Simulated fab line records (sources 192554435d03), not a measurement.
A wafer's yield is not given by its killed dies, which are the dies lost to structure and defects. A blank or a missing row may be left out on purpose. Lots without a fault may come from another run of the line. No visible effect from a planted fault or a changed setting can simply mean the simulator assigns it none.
What tool caused it? ; flow n5_finfet ; 24 lots with 72 wafers sampled at 6 steps, on a route of 1938 steps

WHAT THE GAUGES SHOWED, per wafer
N5_BEOL_M6_CD_MEAS_11: target cd 38.5 nm. Usual: 38.5 nm for cd_nm, sd 0.54.
lot;measured;on;cd_nm (nm);flag
L075;day 9 08:04;cd_sem-02;38.0 38.3 38.1;
L074;day 9 10:31;cd_sem-03;38.3 38.7 38.9;
L076;day 9 21:48;cd_sem-03;37.4 38.0 38.6;
L077;day 10 00:45;cd_sem-02;38.6 38.4 38.3;
L078;day 10 06:13;cd_sem-01;38.3 37.7 38.7;
L081;day 10 15:29;cd_sem-01;39.3 38.2 38.5;
L082;day 11 04:07;cd_sem-03;38.7 38.6 39.2;
L080;day 11 10:16;cd_sem-02;39.1 39.0 38.9;
L079;day 11 10:26;cd_sem-02;39.3 38.9 38.5;
L084;day 11 12:48;cd_sem-02;38.9 38.0 38.3;
L083;day 11 16:34;cd_sem-02;37.4 37.9 37.4;
L085;day 11 23:38;cd_sem-02;39.0 39.0 38.4;
L086;day 11 23:49;cd_sem-02;38.1 38.6 39.1;
L087;day 12 16:41;cd_sem-02;39.2 39.3 38.8;
L090;day 12 16:51;cd_sem-02;38.2 38.8 38.5;
L088;day 12 23:54;cd_sem-01;38.5 38.5 38.3;
L089;day 13 05:45;cd_sem-03;38.9 38.1 38.7;
L091;day 13 08:05;cd_sem-03;38.4 38.6 38.7;
L092;day 13 08:34;cd_sem-03;37.7 37.4 38.9;
L093;day 13 13:07;cd_sem-03;37.8 38.8 38.1;
L094;day 14 04:37;cd_sem-01;38.4 37.6 37.9;
L095;day 14 14:14;cd_sem-02;38.4 39.4 39.2;
L097;day 14 18:55;cd_sem-03;38.7 37.2 38.1;
L096;day 14 22:32;cd_sem-02;39.2 39.7 38.9;

N5_BEOL_M6_CD_MEAS_18: pitch 80 nm, target cd 40 nm. Usual: 40.0 nm for cd_nm, sd 0.61.
lot;measured;on;cd_nm (nm);flag
L075;day 9 08:37;cd_sem-03;38.6 39.8 39.9;
L074;day 9 11:05;cd_sem-01;40.3 40.5 40.8;
L076;day 9 22:21;cd_sem-03;39.0 39.6 39.9;
L077;day 10 01:29;cd_sem-01;40.4 39.5 39.6;
L078;day 10 06:56;cd_sem-02;39.8 39.3 40.2;
L081;day 10 16:02;cd_sem-02;40.5 39.5 39.9;
L082;day 11 04:43;cd_sem-03;40.5 40.6 41.0;
L080;day 11 10:49;cd_sem-02;40.3 40.6 39.9;
L079;day 11 11:01;cd_sem-01;41.2 40.4 40.3;
L084;day 11 13:46;cd_sem-01;40.7 39.4 39.7;
L083;day 11 17:15;cd_sem-03;38.8 39.6 39.2;
L085;day 12 00:13;cd_sem-02;40.2 40.7 40.4;
L086;day 12 00:22;cd_sem-02;39.2 39.4 40.3;
L087;day 12 17:16;cd_sem-01;41.7 41.1 41.0;
L090;day 12 17:24;cd_sem-03;39.3 39.3 40.0;
L088;day 13 00:51;cd_sem-01;40.3 40.0 39.6;
L089;day 13 06:18;cd_sem-03;40.4 39.8 40.2;
L091;day 13 09:24;cd_sem-02;40.2 40.2 40.2;
L092;day 13 09:50;cd_sem-01;39.4 39.2 40.0;
L093;day 13 13:52;cd_sem-01;39.6 40.5 39.9;
L094;day 14 05:12;cd_sem-03;40.0 40.3 40.3;
L095;day 14 14:50;cd_sem-03;39.7 40.7 40.8;
L097;day 14 19:54;cd_sem-02;39.9 39.3 39.5;
L096;day 14 23:39;cd_sem-03;40.3 40.9 40.7;

N5_BEOL_M6_OCD_MEAS_38. Usual: 94.5 nm for trench_depth_nm, sd 1.8.
lot;measured;on;trench_depth_nm (nm);flag
L075;day 9 10:32;ocd-02;97.3 92.7 96.7;
L074;day 9 13:14;ocd-01;94.7 94.4 93.7;
L076;day 10 01:34;ocd-01;94.9 96.5 95.9;
L077;day 10 04:44;ocd-02;91.2 93.5 91.4;
L078;day 10 07:50;ocd-02;96.3 96.7 94.6;
L081;day 10 17:54;ocd-02;97.2 92.7 94.1;
L082;day 11 05:42;ocd-02;93.3 91.5 96.7;
L080;day 11 12:14;ocd-01;96.3 91.8 93.0;
L079;day 11 12:17;ocd-02;94.5 94.1 95.2;
L084;day 11 16:14;ocd-01;95.3 96.3 94.0;
L083;day 11 20:04;ocd-01;96.6 95.3 93.1;
L085;day 12 02:50;ocd-02;92.7 92.5 95.9;
L086;day 12 02:53;ocd-01;94.4 95.0 94.7;
L087;day 12 19:47;ocd-02;91.8 94.6 95.0;
L090;day 12 19:52;ocd-01;95.9 94.2 94.5;
L088;day 13 01:55;ocd-02;94.0 95.5 93.4;
L089;day 13 07:19;ocd-01;92.2 96.0 94.9;
L091;day 13 13:06;ocd-01;96.0 93.7 94.7;
L092;day 13 12:43;ocd-02;94.7 97.1 93.7;
L093;day 13 16:11;ocd-02;95.1 93.5 94.8;
L094;day 14 07:43;ocd-01;96.4 95.1 96.5;
L095;day 14 19:22;ocd-02;91.0 95.0 90.7;
L097;day 14 22:09;ocd-01;95.1 94.8 92.3;
L096;day 15 03:16;ocd-01;95.3 94.0 93.9;

N5_BEOL_M7_OVL_MEAS_12. Usual: for M7_OVL the level is 0.1 nm and the standard deviation is 0.85.
lot;measured;on;M7_OVL (nm);flag
L075;day 9 16:58;overlay-01;0.5 -0.5 -0.7;
L074;day 9 17:50;overlay-01;0.4 0.2 0.2;
L076;day 10 08:55;overlay-01;-1.3 0.1 -0.8;
L077;day 10 09:14;overlay-01;0.0 -0.1 -0.5;
L078;day 10 12:51;overlay-01;-1.3 -0.6 -0.7;
L081;day 11 00:07;overlay-01;0.7 0.0 1.2;
L082;day 11 13:26;overlay-02;-0.8 0.7 -0.9;
L080;day 11 17:16;overlay-02;-0.7 -0.7 -0.7;
L079;day 11 17:26;overlay-01;1.9 0.8 1.3;
L084;day 11 21:13;overlay-02;0.1 0.7 0.1;
L083;day 12 03:08;overlay-01;1.6 0.3 0.1;
L085;day 12 08:56;overlay-01;-0.4 -0.6 -1.5;
L086;day 12 08:00;overlay-01;0.0 -0.3 -0.6;
L087;day 13 02:21;overlay-02;0.0 -0.5 0.0;
L090;day 13 02:03;overlay-01;2.3 2.6 1.8;
L088;day 13 08:49;overlay-01;0.1 0.1 1.1;
L089;day 13 13:07;overlay-01;-0.2 0.6 0.3;
L091;day 13 19:05;overlay-01;0.0 -0.3 -0.4;
L092;day 13 17:31;overlay-02;0.0 -0.7 -0.5;
L093;day 13 21:43;overlay-02;-1.5 -0.1 0.8;
L094;day 14 13:59;overlay-01;-0.8 -2.0 -2.2;
L095;day 15 02:06;overlay-01;0.0 -0.2 -0.6;
L097;day 15 04:47;overlay-01;-0.3 1.8 -0.2;
L096;day 15 08:28;overlay-01;0.5 0.6 -0.2;

N5_BEOL_M7_INSPECT_13: inspects for defects (brightfield). Usual: 358 for raw_defect_count, sd 68.
lot;measured;on;raw_defect_count;flag
L075;day 9 16:59;defect_inspect-01;428 415 392;
L074;day 9 17:52;defect_inspect-01;350 338 372;
L076;day 10 08:57;defect_inspect-02;398 460 441;
L077;day 10 09:16;defect_inspect-01;365 356 505;
L078;day 10 12:53;defect_inspect-02;252 402 469;
L081;day 11 00:09;defect_inspect-02;236 301 361;
L082;day 11 13:28;defect_inspect-01;339 325 341;
L080;day 11 17:17;defect_inspect-02;227 350 470;
L079;day 11 17:27;defect_inspect-02;368 348 336;
L084;day 11 21:14;defect_inspect-02;298 193 309;
L083;day 12 03:10;defect_inspect-01;402 388 382;
L085;day 12 08:58;defect_inspect-02;283 299 325;
L086;day 12 08:01;defect_inspect-01;478 383 312;
L087;day 13 02:22;defect_inspect-02;372 395 362;
L090;day 13 02:04;defect_inspect-02;402 345 332;
L088;day 13 08:51;defect_inspect-02;317 402 355;
L089;day 13 13:08;defect_inspect-01;379 416 375;
L091;day 13 19:07;defect_inspect-02;287 238 216;
L092;day 13 17:32;defect_inspect-02;294 291 296;
L093;day 13 21:44;defect_inspect-01;393 368 431;
L094;day 14 14:01;defect_inspect-02;372 368 324;
L095;day 15 02:07;defect_inspect-02;261 388 448;
L097;day 15 04:49;defect_inspect-02;503 390 396;
L096;day 15 08:29;defect_inspect-01;247 350 461;

TOOL THAT RAN EACH LOT (tool first, then ch and the chambers of the sampled wafers, then the start)
lot;N5_BEOL_M6_STRIP_80
L075;rie_diel-01 ch 1,2, day 9 10:32 or earlier
L074;rie_diel-02 ch 0,1,2, day 9 13:14 or earlier
L076;rie_diel-01 ch 1,3, day 10 01:34 or earlier
L077;rie_diel-05 ch 1,2, day 10 04:44 or earlier
L078;rie_diel-02 ch 0,2,3, day 10 07:50 or earlier
L081;rie_diel-05 ch 0,1,2, day 10 17:54 or earlier
L082;rie_diel-05 ch 0,1,2, day 11 05:42 or earlier
L080;rie_diel-01 ch 0,2,3, day 11 12:14 or earlier
L079;rie_diel-02 ch 0,1,3, day 11 12:17 or earlier
L084;rie_diel-02 ch 0,1,2, day 11 16:14 or earlier
L083;rie_diel-05 ch 0,1,3, day 11 20:04 or earlier
L085;rie_diel-05 ch 1,2,3, day 12 02:50 or earlier
L086;rie_diel-02 ch 1,3, day 12 02:53 or earlier
L087;rie_diel-01 ch 0,3, day 12 19:47 or earlier
L090;rie_diel-02 ch 1,2,3, day 12 19:52 or earlier
L088;rie_diel-02 ch 0,3, day 13 01:55 or earlier
L089;rie_diel-05 ch 0,2,3, day 13 07:19 or earlier
L091;rie_diel-02 ch 0,3, day 13 13:06 or earlier
L092;rie_diel-02 ch 0,3, day 13 12:43 or earlier
L093;rie_diel-02 ch 0,2,3, day 13 16:11 or earlier
L094;rie_diel-02 ch 1,2, day 14 07:43 or earlier
L095;rie_diel-01 ch 0,1, day 14 19:22 or earlier
L097;rie_diel-01 ch 2,3, day 14 22:09 or earlier
L096;rie_diel-02 ch 1, day 15 03:16 or earlier
- N5_BEOL_M6_STRIP_80: strips in N2/H2, time 10 s.

AS READ BY THE TOOLS THEMSELVES (means over the sampled wafers that have a number; for cases with no such wafer, the mark the record gives instead)
N5_BEOL_M6_STRIP_80. Usual: drypump_motor_current_A 6.0 A, standard deviation 0.52; oes_product_au 0.79 a.u., standard deviation 0.093; rf_vpp_V 59.4 V, standard deviation 0.93; showerhead_plenum_p_Torr 2.59 Torr, standard deviation 0.087; throttle_valve_pct 23.6 %, standard deviation 0.31.
lot;tool;drypump_motor_current_A (A);oes_product_au (a.u.);rf_vpp_V (V);showerhead_plenum_p_Torr (Torr);throttle_valve_pct (%);flag
L075;rie_diel-01;5.8;0.77;59.9;2.59;23.9;
L074;rie_diel-02;6.1;0.80;59.8;2.63;23.6;
L076;rie_diel-01;5.8;0.81;58.1;2.61;23.7;
L077;rie_diel-05;5.9;0.70;59.2;2.59;23.8;
L078;rie_diel-02;6.0;0.80;58.8;2.62;23.6;
L081;rie_diel-05;5.9;0.80;58.5;2.57;23.7;
L082;rie_diel-05;5.9;0.79;60.1;2.57;23.7;
L080;rie_diel-01;5.6;0.73;59.2;2.46;23.5;
L079;rie_diel-02;6.3;0.82;59.9;2.66;23.4;
L084;rie_diel-02;6.2;0.77;60.0;2.62;23.6;
L083;rie_diel-05;6.1;0.87;60.1;2.60;23.5;
L085;rie_diel-05;6.1;0.79;60.2;2.61;23.6;
L086;rie_diel-02;6.3;0.88;59.4;2.69;23.4;
L087;rie_diel-01;5.7;0.77;59.1;2.48;23.3;
L090;rie_diel-02;6.1;0.84;58.9;2.64;23.6;
L088;rie_diel-02;6.1;0.74;60.0;2.62;23.4;
L089;rie_diel-05;5.8;0.85;60.0;2.63;23.7;
L091;rie_diel-02;6.1;0.81;59.4;2.65;23.4;
L092;rie_diel-02;6.2;0.75;59.5;2.62;23.4;
L093;rie_diel-02;6.0;0.77;59.6;2.61;23.6;
L094;rie_diel-02;6.0;0.79;59.0;2.60;23.8;
L095;rie_diel-01;6.6;0.72;59.2;2.55;23.7;
L097;rie_diel-01;5.0;0.73;58.8;2.44;23.5;
L096;rie_diel-02;6.5;0.84;59.4;2.68;23.3;

THE ANSWER, worked out from the rows above alone
Rule: take the mean of a lot's wafers that have a number; if it is more than 3 standard deviations from the usual mean, the lot is off. A lot without any number at a reading at which 4 lots or more have one is off too. The other lots that the step has rows for count as sound. Order of review: gauges by route order, followed by the tools' own readings, for which a lot's mean as printed above is used. The first step at which some lot is off is used, and at that step the reading that is off furthest; a lot without a number counts as furthest.
None of the lots is off at any reading shown; this tells nothing.

WHAT THE SIMULATOR PUT IN
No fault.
